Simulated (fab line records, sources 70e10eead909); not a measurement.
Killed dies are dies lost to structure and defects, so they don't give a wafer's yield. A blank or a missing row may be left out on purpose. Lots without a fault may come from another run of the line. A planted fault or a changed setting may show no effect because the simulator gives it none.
Chamber matching | flow nand_harc | NHARC_THIN_TSV_DEP_43 on pecvd-04: 3 sister chambers
The step deposits SiO2, target thk 1328.5 nm. 6 wafers are shown with their chamber, then 7 later ones without.

WAFERS WITH THEIR CHAMBER
wafer  | chamber | showerhead_vpp_V (V) | throttle_valve_pct (%)
L717.3 | 1       | 1992                 | 15.9
L720.1 | 1       | 1988                 | 15.6
L720.2 | 0       | 1744                 | 16.1
L720.4 | 2       | 1841                 | 16.1
L725.1 | 2       | 1797                 | 16.3
L725.3 | 0       | 1697                 | 15.9

WAFERS WITHOUT THEIR CHAMBER
wafer  | showerhead_vpp_V (V) | throttle_valve_pct (%)
L725.5 | 1732                 | 15.9
L723.1 | 1744                 | 16.0
L723.2 | 1959                 | 16.0
L723.5 | 1813                 | 16.3
L729.2 | 1793                 | 16.3
L729.3 | 2001                 | 16.0
L729.6 | 1999                 | 15.6

WHICH CHAMBER EACH WENT THROUGH
wafer  | from the rows above | in truth
L725.5 | 0                   | 0
L723.1 | 0                   | 0
L723.2 | 1                   | 1
L723.5 | 2                   | 2
L729.2 | 2                   | 2
L729.3 | 1                   | 1
L729.6 | 1                   | 1
Placed correctly: 7 of 7. Can't be placed from these rows: 0. Placed wrongly: 0.
How it was worked out, from the rows above alone: a wafer's distance from a chamber is the root of the sum, over the readings, of the square of ((its reading less the chamber's mean) divided by the reading's scatter). The wafer belongs to the nearest chamber; if the next one is less than 2 further off, it can't be placed. A chamber's mean is the mean of its shown wafers. The scatter: the root of (the sum of the squares of (reading less its chamber's mean) over the shown wafers, divided by (wafers less chambers)).
